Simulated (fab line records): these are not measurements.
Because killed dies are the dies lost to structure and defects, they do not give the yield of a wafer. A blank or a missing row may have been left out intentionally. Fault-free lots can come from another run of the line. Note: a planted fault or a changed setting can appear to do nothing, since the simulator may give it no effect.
The tool behind it: which one? + flow nand harc + 15 lots with 43 wafers sampled at 4 steps, on a route of 1302 steps

== WHAT EACH GAUGE READ, for each wafer ==
NHARC_P_BONDPAD_INSPECT_23.
| lot  | measured     | on                | raw defect count |
|------|--------------|-------------------|------------------|
| L442 | day 6 23:22  | defect inspect-02 | 511 484 384      |
| L443 | day 7 13:11  | defect inspect-01 | 245 351 626      |
| L444 | day 7 21:23  | defect inspect-01 | 579 431 718      |
| L445 | day 8 08:45  | defect inspect-01 | 168 587 209      |
| L447 | day 9 04:05  | defect inspect-02 | 251 227 295      |
| L448 | day 9 20:01  | defect inspect-02 | 196 186 257      |
| L449 | day 10 01:46 | defect inspect-01 | 232 265 295      |
| L450 | day 11 00:13 | defect inspect-01 | 269 208 266      |
| L452 | day 11 07:05 | defect inspect-02 | 362 281 385      |
| L453 | day 11 14:53 | defect inspect-02 | 322 393 424      |
| L455 | day 12 16:08 | defect inspect-01 | 146 223 252      |
| L461 | day 15 03:00 | defect inspect-01 | 268 214          |
| L462 | day 15 14:20 | defect inspect-02 | 196 301          |
| L463 | day 15 19:50 | defect inspect-01 | 350 355 343      |
| L464 | day 16 03:46 | defect inspect-02 | 218 295 278      |

NHARC_A_ONON_D1_THK_MEAS_02: measures by ellipsometry.
| lot  | measured     | on            | thk nm (nm)    |
|------|--------------|---------------|----------------|
| L442 | day 8 02:27  | film metro-01 | 998 999 999    |
| L443 | day 8 12:26  | film metro-02 | 997 999 997    |
| L444 | day 8 22:56  | film metro-02 | 1003 1003 1005 |
| L445 | day 9 07:50  | film metro-02 | 1007 1007 1007 |
| L447 | day 10 03:49 | film metro-02 | 1014 1015 1015 |
| L448 | day 10 20:28 | film metro-02 | 989 988 986    |
| L449 | day 11 01:16 | film metro-02 | 1003 1004 1002 |
| L450 | day 12 02:41 | film metro-01 | 989 992 991    |
| L452 | day 12 07:25 | film metro-01 | 985 985 986    |
| L453 | day 12 13:58 | film metro-01 | 1017 1018 1016 |
| L455 | day 13 16:26 | film metro-02 | 1002 1001 1000 |
| L461 | day 16 02:43 | film metro-02 | 1096 1097      |
| L462 | day 16 14:44 | film metro-01 | 1076 990       |
| L463 | day 16 20:05 | film metro-01 | 997 997 995    |
| L464 | day 17 05:56 | film metro-02 | 1090 1001 1089 |

NHARC_END_SORT_01.
| lot  | measured     | on        | killed at array | killed at other | killed at periphery | killed dies | killed open | killed short |
|------|--------------|-----------|-----------------|-----------------|---------------------|-------------|-------------|--------------|
| L442 | day 24 20:51 | prober-02 | 74 68 69        | 0 0 0           | 1 3 6               | 75 71 75    | 1 3 1       | 3 2 4        |
| L443 | day 25 13:07 | prober-01 | 79 80 57        | 0 4 3           | 4 1 0               | 83 85 60    | 8 2 3       | 1 2 3        |
| L444 | day 25 06:57 | prober-01 | 85 74 69        | 0 0 0           | 1 3 3               | 86 77 72    | 2 3 2       | 0 2 4        |
| L445 | day 25 17:34 | prober-02 | 106 90 90       | 1 0 0           | 1 3 3               | 108 93 93   | 3 5 4       | 2 3 3        |
| L447 | day 26 13:50 | prober-02 | 39 56 46        | 0 0 0           | 5 3 3               | 44 59 49    | 2 3 3       | 4 2 3        |
| L448 | day 27 05:41 | prober-01 | 70 51 50        | 1 0 0           | 3 3 0               | 74 54 50    | 6 6 1       | 2 0 1        |
| L449 | day 28 03:13 | prober-02 | 81 87 78        | 1 1 0           | 7 2 4               | 89 90 82    | 3 1 3       | 3 1 1        |
| L450 | day 28 15:37 | prober-01 | 61 54 63        | 0 2 1           | 1 2 2               | 62 58 66    | 2 3 2       | 2 1 5        |
| L452 | day 28 20:01 | prober-02 | 68 72 67        | 0 0 0           | 4 1 3               | 72 73 70    | 5 3 6       | 2 1 3        |
| L453 | day 29 03:45 | prober-02 | 49 35 50        | 0 0 2           | 3 7 8               | 52 42 60    | 2 4 5       | 2 3 2        |
| L455 | day 30 02:14 | prober-01 | 64 73 77        | 3 1 1           | 17 14 15            | 84 88 93    | 0 2 2       | 0 3 2        |
| L461 | day 33 03:55 | prober-02 | 672 672         | 1 0             | 4 5                 | 677 677     | 6 2         | 4 3          |
| L462 | day 33 11:40 | prober-01 | 675 56          | 0 0             | 2 1                 | 677 57      | 0 3         | 2 5          |
| L463 | day 33 03:03 | prober-01 | 59 53 44        | 2 1 5           | 0 2 4               | 61 56 53    | 4 2 4       | 5 0 2        |
| L464 | day 34 04:56 | prober-01 | 663 60 673      | 2 0 2           | 12 2 2              | 677 62 677  | 4 3 5       | 1 2 0        |

== WHAT TOOL EACH LOT RAN ON (gives the tool, then ch and the chambers of the sampled wafers, and finally the start) ==
| lot  | NHARC_A_ONON_D1_DEP_00           |
|------|----------------------------------|
| L442 | pecvd onon-03 ch 0, day 8 01:56  |
| L443 | pecvd onon-03 ch 0, day 8 11:58  |
| L444 | pecvd onon-04 ch 0, day 8 22:35  |
| L445 | pecvd onon-03 ch 0, day 9 07:19  |
| L447 | pecvd onon-04 ch 0, day 10 03:18 |
| L448 | pecvd onon-04 ch 0, day 10 20:01 |
| L449 | pecvd onon-03 ch 0, day 11 00:49 |
| L450 | pecvd onon-03 ch 0, day 12 02:10 |
| L452 | pecvd onon-04 ch 0, day 12 06:55 |
| L453 | pecvd onon-03 ch 0, day 12 13:28 |
| L455 | pecvd onon-03 ch 0, day 13 15:55 |
| L461 | pecvd onon-03 ch 0, day 16 02:16 |
| L462 | pecvd onon-03 ch 0, day 16 14:17 |
| L463 | pecvd onon-02 ch 0, day 16 19:35 |
| L464 | pecvd onon-03 ch 0, day 17 05:29 |
- NHARC_A_ONON_D1_DEP_00: target thk 1000 nm.

== AS READ BY THE TOOLS THEMSELVES (means over the sampled wafers that have a number; for cases with no such wafer, the mark the record gives instead) ==
The record holds no such reading with a usual standard deviation.

== THE ANSWER, worked out from the rows above alone ==
Rule: usual is defined by the lots themselves. Put in order of their means at a reading, lots are off if they are a third of the lots or fewer, leave a main group of 4 or more, and stand apart from it by a gap of 3 or more times the standard deviation of the main group's means; of several such gaps the widest counts. A main group whose means are all the same, to the digits that the tables above print for the reading, isn't used. Also off: a lot with no number at a reading for which 4 or more lots have one. Where the step has rows for the other lots, those lots are counted as sound. After the gauges, taken in route order, come the tools' own readings; for these a lot's mean is taken, as printed above. The first step at which some lot is off is used, and at that step the reading that is off furthest; a lot without a number counts as furthest.
Off: L461, L462, L464, at NHARC_END_SORT_01 (killed at array). The main group: mean 66, standard deviation 14.
A tool fits if, at a process step before that reading, it ran every lot that is off, and no sound lot after the first of them. Those tools and the gauges at NHARC_END_SORT_01 are tried in the same way. One fits: NHARC_A_ONON_D1_DEP_00 on pecvd onon-03. A fault onset in the window from L455 (day 13 15:55, its last sound lot) to L461 (day 16 02:16, its first lot off) fits.

== WHAT THE SIMULATOR PUT IN ==
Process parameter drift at NHARC_A_ONON_D1_DEP_00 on pecvd onon-03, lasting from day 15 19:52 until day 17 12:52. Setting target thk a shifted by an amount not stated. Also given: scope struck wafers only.
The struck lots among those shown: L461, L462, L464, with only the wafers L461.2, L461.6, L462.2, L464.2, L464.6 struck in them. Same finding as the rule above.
